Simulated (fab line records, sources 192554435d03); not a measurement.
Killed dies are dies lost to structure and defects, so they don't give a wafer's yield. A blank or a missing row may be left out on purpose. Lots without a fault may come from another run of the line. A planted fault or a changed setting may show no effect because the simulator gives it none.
Chamber matching | flow n5_finfet | N5_BEOL_M7_VIA_ETCH_34 on rie_diel-01: 4 sister chambers
The step etches SiCOH lowk in C4F6/O2, target depth 125.5 nm, time 50.5 s. 4 wafers are shown with their chamber, then 10 later ones without.

WAFERS WITH THEIR CHAMBER
wafer  | chamber | drypump_motor_current_A (A)
L086.4 | 2       | 5.2
L086.5 | 3       | 5.6
L087.1 | 0       | 5.0
L087.4 | 1       | 5.8

WAFERS WITHOUT THEIR CHAMBER
wafer  | drypump_motor_current_A (A)
L087.5 | 5.0
L089.1 | 5.0
L089.4 | 5.6
L089.6 | 5.7
L088.2 | 5.2
L088.5 | 4.9
L088.6 | 5.6
L096.3 | 5.0
L096.4 | 5.6
L096.6 | 4.9

WHICH CHAMBER EACH WENT THROUGH
wafer  | from the rows above     | in truth
L087.5 | 0                       | 0
L089.1 | 0                       | 0
L089.4 | 3                       | 3
L089.6 | can't be placed: 1 or 3 | 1
L088.2 | 2                       | 2
L088.5 | 0                       | 0
L088.6 | 3                       | 3
L096.3 | 0                       | 0
L096.4 | 3                       | 3
L096.6 | 0                       | 0
Placed correctly: 9 of 10. Can't be placed from these rows: 1 (the true chamber is among the candidates in 1). Placed wrongly: 0.
How it was worked out, from the rows above alone: a wafer's distance from a chamber is the root of the sum, over the readings, of the square of ((its reading less the chamber's mean) divided by the reading's scatter). The wafer belongs to the nearest chamber; if the next one is less than 2 further off, it can't be placed. A chamber's mean is the mean of its shown wafers. The scatter: with one shown wafer a chamber, the root of the mean of the squares of how far each hidden wafer lies from its nearest shown one.
